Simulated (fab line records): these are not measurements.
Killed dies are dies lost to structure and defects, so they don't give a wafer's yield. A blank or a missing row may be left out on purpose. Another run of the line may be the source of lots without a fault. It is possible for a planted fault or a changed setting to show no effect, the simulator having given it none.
The tool behind it: which one?	flow n5 finfet	Sampling: 12 lots, 36 wafers, 2 of 1938 route steps

== WHAT THE GAUGES SHOWED, per wafer ==
N5_BEOL_M10_OVL_MEAS_29.
lot	measured	on	V9_OVL (nm)
L076	day 10 01:39	overlay-02	0.2 0.2 0.0
L078	day 11 04:29	overlay-02	0.4 -0.5 0.5
L079	day 11 10:24	overlay-02	0.0 -0.6 -0.9
L083	day 12 03:59	overlay-01	0.5 0.6 0.6
L082	day 12 10:26	overlay-01	-0.7 -0.5 -0.8
L084	day 13 00:53	overlay-02	1.4 1.3 0.9
L088	day 13 12:23	overlay-02	-0.3 -0.5 -0.3
L090	day 13 22:23	overlay-02	1.1 0.4 -0.7
L089	day 14 06:22	overlay-02	0.8 0.1 0.6
L095	day 15 01:46	overlay-02	0.9 -0.2 0.1
L093	day 15 04:11	overlay-02	-0.4 -0.1 0.0
L096	day 15 20:23	overlay-02	-0.1 0.4 0.0

== TOOL THAT RAN EACH LOT (tool first, then ch and the chambers of the sampled wafers, then the start) ==
lot	N5_BEOL_M10_STRIP_67
L076	rie diel-04 ch 2,3, day 9 23:21
L078	rie diel-01 ch 0,2,3, day 11 02:17
L079	rie diel-04 ch 1,2,3, day 11 09:41
L083	rie diel-06 ch 0,2, day 12 03:11
L082	rie diel-06 ch 1,3, day 12 07:06
L084	rie diel-01 ch 2,3, day 12 22:06
L088	rie diel-01 ch 0,3, day 13 11:19
L090	rie diel-04 ch 2,3, day 13 21:50
L089	rie diel-01 ch 0,3, day 14 02:06
L095	rie diel-01 ch 0,2, day 14 23:34
L093	rie diel-01 ch 0,1,3, day 15 02:56
L096	rie diel-01 ch 0,2,3, day 15 19:41
- N5_BEOL_M10_STRIP_67: strips in CF4.

== THE ANSWER, worked out from the rows above alone ==
Rule: usual is defined by the lots themselves. The widest of any qualifying gaps counts: lots, ordered by their means at a reading, are off when they make up no more than a third of the lots, leave a main group of 4 or more, and stand apart from it by 3 or more times the standard deviation of that group's means. Not used: any main group whose means are identical at the precision the tables above print for the reading. Also off: a lot with no number at a reading for which 4 or more lots have one. Where the step has rows for the other lots, those lots are counted as sound.
No lot is off at any reading shown: from this, nothing can be told.

== WHAT THE SIMULATOR PUT IN ==
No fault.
